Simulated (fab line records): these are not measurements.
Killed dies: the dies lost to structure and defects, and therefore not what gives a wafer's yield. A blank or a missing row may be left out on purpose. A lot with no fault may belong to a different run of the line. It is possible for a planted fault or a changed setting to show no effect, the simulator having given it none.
Split-lot experiment | flow n5 finfet | 7 lots, 21 wafers read, on a route of 1938 steps

== THE SPLIT ITSELF ==
At N5_MOL_CONTACT_COAG_PECVD_31 (deposits SiO2 from TEOS/O2, target thk 46 nm, time 8.9 s), the setting temp c was moved away from the recipe's 400 C on 8 of the 21 wafers read, by +1.5% to +2.8%. All remaining wafers had this setting at the recipe value.

== FROM THE SPLIT TO THE READING: what the file shows between them, 4 steps ==
- N5_MOL_CONTACT_COAG_COAT_75: time 60 s, resist thk 60 nm
- N5_MOL_CONTACT_COAG_COAT_76: time 60 s, resist thk 10 nm
- N5_MOL_CONTACT_COAG_ETCHBACK_135: etches SiO2 in CHF3, target depth 25 nm, time 16.7 s
- N5_MOL_CONTACT_COAG_STRIP_118: strips in CHF3

== THE READING ==
etch.depth nm (the simulator's own value, which no gauge read), in nm, at N5_MOL_CONTACT_COAG_VIA_ETCH_46 (etches SiO2 in C4F6/O2, target depth 46 nm, overetch 9.2 nm, time 40 s). There is no usual value for it anywhere in the file. Average 46.14 nm, standard deviation 0.55 nm, over the 13 wafers here run with the recipe.

wafer  | tool, chamber at the split | temp c as run, C | against the recipe | etch.depth nm, nm | against lot-mates on the recipe
L074.2 | pecvd-04, 1                | 406              | +1.5%              | 42.92             | -3.34
L074.4 | pecvd-04, 0                | 400              | recipe             | 46.26             | -
L074.6 | pecvd-04, 1                | 406              | +1.5%              | 43.43             | -2.83
L076.1 | pecvd-04, 0                | 408.3            | +2.1%              | 43.37             | -1.94
L076.2 | pecvd-04, 2                | 400              | recipe             | 45.31             | -
L076.4 | pecvd-04, 1                | 408.3            | +2.1%              | 44.04             | -1.27
L077.1 | pecvd-04, 2,0              | 407.7            | +1.9%              | 42.76             | -3.08
L077.2 | pecvd-04, 2,0              | 407.7            | +1.9%              | 42.87             | -2.97
L077.6 | pecvd-04, 2                | 400              | recipe             | 45.84             | -
L085.1 | pecvd-02, 0                | 400              | recipe             | 45.93             | -
L085.5 | pecvd-02, 1                | 400              | recipe             | 46.81             | -
L085.6 | pecvd-02, 0                | 400              | recipe             | 46.07             | -
L089.1 | pecvd-04, 1                | 400              | recipe             | 45.35             | -
L089.3 | pecvd-04, 0                | 400              | recipe             | 46.04             | -
L089.6 | pecvd-04, 2                | 400              | recipe             | 46.41             | -
L095.1 | pecvd-04, 0,1              | 400              | recipe             | 45.87             | -
L095.2 | pecvd-04, 0,1              | 400              | recipe             | 45.83             | -
L095.6 | pecvd-04, 0                | 400              | recipe             | 46.97             | -
L096.1 | pecvd-01, 2                | 411.3            | +2.8%              | 42.62             | -4.55
L096.4 | pecvd-01, 1                | 400              | recipe             | 47.17             | -
L096.5 | pecvd-01, 0                | 411.3            | +2.8%              | 42.93             | -4.24
Where a row lists several chambers, the file gives one row for several wafers and doesn't say which wafer went through which chamber.

THE FIT
A straight line over all 21 wafers: etch.depth nm changes by -1.36 nm for each +1% of temp c; r = -0.92; the points scatter about the line by 0.64 nm.
The same after taking each lot's own level away (the mean of its wafers on the recipe; 21 wafers): -1.43 nm for each +1%; r = -0.92; scatter 0.65 nm.
That fit puts the effect of the largest move of temp c on the reading at 4 nm.
Across the lots, their own levels run from 45.310 to 47.170 nm, a range of 3.4 times the standard deviation given above.
The two slopes are in agreement: the lot-to-lot level therefore moves the slope only a little.
Check: with one of the wafers moved furthest among these (+2.8%) left out of the fit, the line predicts -3.91 nm for it against its lot-mates. Against them it came out at -4.55 nm.

== FURTHER SPLITS ON THESE WAFERS ==
Before the reading, these wafers also passed through other splits. Each is held against what the fit with the lots' levels taken away leaves over:
other split on the same wafers        | wafers away from the commonest value | r with etch.depth nm (lot level and that fit taken away)
N5_HKMG_FIN_DEVELOP_48 develop time s | 7                                    | +0.00
N5_MOL_CONTACT_COAG_ALD_27 time s     | 6                                    | -0.25

== THE WHOLE CHAIN: every reading that the file lists as answering this split, in the file's order ==
step                            | what it does                                                           | reading                                                                                   | change (the file's fit)              | r (the file's)
N5_MOL_CONTACT_COAG_PECVD_31    | deposits SiO2 from TEOS/O2, target thk 46 nm, time 8.9 s               | SiO2_of_MOL_CONTACT_COAG_PECVD_31.thk nm (the simulator's own value, which no gauge read) | -1.44 nm for each +1% of the setting | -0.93
N5_MOL_CONTACT_COAG_VIA_ETCH_46 | etches SiO2 in C4F6/O2, target depth 46 nm, overetch 9.2 nm, time 40 s | etch.depth nm (the simulator's own value, which no gauge read)                            | -1.44 nm for each +1% of the setting | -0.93

== FILE'S OWN FIT ==
etch.depth nm changes by -1.44 nm for each +1% of temp c, r = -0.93.
